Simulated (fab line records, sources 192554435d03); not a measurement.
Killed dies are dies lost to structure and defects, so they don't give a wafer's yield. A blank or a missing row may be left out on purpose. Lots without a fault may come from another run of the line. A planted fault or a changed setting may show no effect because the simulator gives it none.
A struck lot beside a sound one | flow n5_finfet | 33 steps out of a route of 1938
Sound: wafers L158.2, L158.4, L158.5. Struck: wafers L169.3, L169.4, L169.6. The cause comes at the end.
At each step with rows: each side's tool, then ch and its chambers, then its first start. Under that, the readings that differ: sound wafers | struck wafers | difference of the means | sigmas: that difference in standard deviations of wafers without a fault.
alike: readings whose means differ by less than 2 such deviations, and words and numbers that are the same on both sides. not compared: withheld readings, readings that some wafer has no value for, bounds like >300 that may hide the same value, and numbers for which the record gives no deviation and whose values overlap.
The two part at a step that has a row with sigmas, a row that says differs or no value, or rows on one side only. Numbers that don't overlap but have no deviation are shown without sigmas and don't part them. A reading that every wafer of one side lacks parts them only if that side has two wafers or more.

first, 10 steps without rows for these wafers: N5_SD_EPI_P_SRD_20 (time 30 s); N5_SD_EPI_P_PRECLEAN_51 (cleans in NF3:NH3, afs cycles 1, time 20 s, sublimation time 60 s); N5_SD_EPI_P_VAPOR_ETCH_44 (etches SiGe30 in NF3/Ar, time 3.3 s); N5_SD_EPI_P_EPI_21 (deposits SiGe:B, time 355 s); N5_SD_EPI_P_HM_STRIP_48 (strips SiNx in H3PO4, material SiNx, target depth 3 nm); N5_SD_EPI_P_SRD_49 (time 30 s); N5_SD_EPI_P_PRECLEAN_24 (cleans in O3/DIW, time 45 s); N5_SD_EPI_P_PRECLEAN_32 (cleans in dHF, time 10 s); N5_SD_EPI_P_PRECLEAN_33 (cleans in SC2, time 45 s); N5_SD_EPI_P_SRD_25 (time 30 s).
N5_SD_ACTIVATION_RTA_00: time 0 s.
  sound on rtp_anneal-02 ch 0, day 5 06:08; struck on rtp_anneal-02, day 8 12:22
  no value came back on the struck wafers for lamp_power_pct (%), lamp_zone_1_pct (%), wafer_temp_C_max; on the sound wafers lamp_power_pct (%) reads 8.91 8.92 8.95
then, 1 step without rows for these wafers: N5_SD_ACTIVATION_LSA_01 (time 0.0008 s).
N5_SD_ACTIVATION_RS_MEAS_03: measures by four-point-probe.
  sound on film_metro-01, day 5 06:32; struck on film_metro-01, day 8 12:45
  reading          | sound             | struck            | difference | sigmas
  RS_SD_N (ohm/sq) | 21.96 22.27 22.17 | 24.10 24.36 24.05 | +2.04      | +7
  RS_SD_P (ohm/sq) | 55.7 56.6 55.9    | 60.0 59.3 59.7    | +3.6       | +5
then, 18 steps without rows for these wafers: N5_ILD0_LINER_00 (material SiNx, target thk 4 nm, pulse time 1 s, purge time 2 s); N5_ILD0_FCVD_FILL_01 (material SiO2 flowable, target thk 200 nm, time 328.3 s); N5_ILD0_CURE_02 (time 1800 s); N5_ILD0_CMP_03 (polishes, stops on SiNx, t overpolish 1.9 s, target thk 197.38 nm); N5_ILD0_CMP_07 (polishes SiO2 flowable, stops on poly-Si, t overpolish 1.18 s, target thk 138.88 nm); N5_ILD0_PRECLEAN_10 (cleans in NF3:NH3, afs cycles 5, time 20 s, sublimation time 60 s); N5_ILD0_ALD_15 (deposits SiNx, target thk 24 nm, pulse time 1 s, ald cycles 480); N5_ILD0_CMP_12 (polishes SiNx, stops on poly-Si, t overpolish 6 s, target thk 17.67 nm); N5_SDB_HM_DEP_00 (deposits SiNx from SiH4/NH3/N2, target thk 40 nm, time 35.3 s); N5_SDB_COAT_03 (time 60 s, resist thk 100 nm); N5_SDB_COAT_04 (time 60 s, resist thk 18 nm); N5_SDB_COAT_05 (resist thk 90 nm); N5_SDB_EBR_07; N5_SDB_SOFTBAKE_06 (time 60 s); N5_SDB_EXPOSE_08 (exposes mask SDB); N5_SDB_PEB_09 (peb time 60 s); N5_SDB_DEVELOP_10 (develop time 30 s); N5_SDB_DESCUM_16 (chemistry O2, time 7.9 s).
-- the record jumps here: 6 days lie between the struck wafers' starts before and after (it left off in module SDB and takes up again in module BEOL_M4, whose first step shown is number 1111 of the route) --
N5_BEOL_M4_RC_MEAS_101:
  sound on prober-02 ch 0, day 11 14:59; struck on prober-01 ch 0, day 14 12:02
  reading             | sound             | struck            | difference | sigmas
  DIBL_N (mV/V)       | 36.7 36.0 36.7    | 29.0 26.3 26.1    | -9.3       | -8
  DIBL_P (mV/V)       | 37.4 37.2 38.4    | 35.8 32.3 31.6    | -4.4       | -3
  IOFF_N (nA/um)      | 0.147 0.143 0.163 | 0.086 0.061 0.059 | -0.082     | -4
  IOFF_N_85C (nA/um)  | 2.9 2.9 3.2       | 1.9 1.4 1.4       | -1.4       | -4
  IOFF_N_LIN (nA/um)  | 0.069 0.068 0.076 | 0.046 0.035 0.034 | -0.033     | -4
  ION_N (uA/um)       | 676 666 678       | 595 589 584       | -84        | -10
  ION_P (uA/um)       | 458 454 465       | 440 437 427       | -24        | -4
  RC_DENSE_N (ohm.um) | 18.8 18.5 18.7    | 21.4 21.5 21.0    | +2.6       | +8
  RC_DENSE_P (ohm.um) | 23.6 23.2 23.6    | 25.3 25.1 24.7    | +1.6       | +4
  RC_N (ohm.um)       | 15.28 15.09 15.23 | 17.35 17.61 17.05 | +2.14      | +8
  RC_P (ohm.um)       | 19.2 19.1 19.1    | 20.8 20.5 20.2    | +1.4       | +5
  REXT_N (ohm.um)     | 73.2 73.1 73.1    | 119.0 119.7 119.0 | +46.1      | +29
  REXT_P (ohm.um)     | 101.3 100.9 101.0 | 124.9 125.3 124.8 | +23.9      | +11
  RS_SD_N (ohm/sq)    | 28.5 28.4 28.7    | 31.0 31.1 30.8    | +2.4       | +7
  RS_SD_P (ohm/sq)    | 65.9 66.8 66.2    | 68.8 68.9 69.9    | +2.9       | +3
  SS_P (mV/dec)       | 73.0 74.2 73.3    | 72.8 72.6 71.6    | -1.2       | -2
  VT_N (mV)           | 253.0 252.7 248.5 | 258.9 261.6 262.3 | +9.5       | +4
  VT_N_LVT (mV)       | 99.9 100.0 97.2   | 108.4 112.4 112.7 | +12.1      | +5
  alike: IOFF_P, IOFF_P_85C, SS_N, VT_P
-- the record jumps here: 5 days lie between the struck wafers' starts before and after (it left off in module BEOL_M4 and takes up again in module PASSIVATION, whose first step shown is number 1936 of the route) --
N5_PASSIVATION_PROBE_49:
  sound on prober-01, day 15 17:28; struck on prober-02, day 19 06:08
  reading              | sound          | struck            | difference | sigmas
  sort_bin_8_speed (%) | 0 0 0          | 90.42 89.75 90.17 | +90.11     |
  sort_n_pass          | 1066 1081 1054 | 7 0 0             | -1065      | -71
  sort_yield_pct (%)   | 90.3 91.6 89.3 | 0.6 0 0           | -90.2      | -69
  alike: defect_limited_yield, killed_at_M0_to_M3, killed_at_M4_up, killed_at_contacts, killed_at_front_end, killed_at_other, killed_dies, killed_open, killed_short, sort_bin_5_function, sort_bin_6_memory

WHERE THEY PART
First at N5_SD_ACTIVATION_RTA_00; last, within this record, at N5_PASSIVATION_PROBE_49.

WHY: what the simulator had put in
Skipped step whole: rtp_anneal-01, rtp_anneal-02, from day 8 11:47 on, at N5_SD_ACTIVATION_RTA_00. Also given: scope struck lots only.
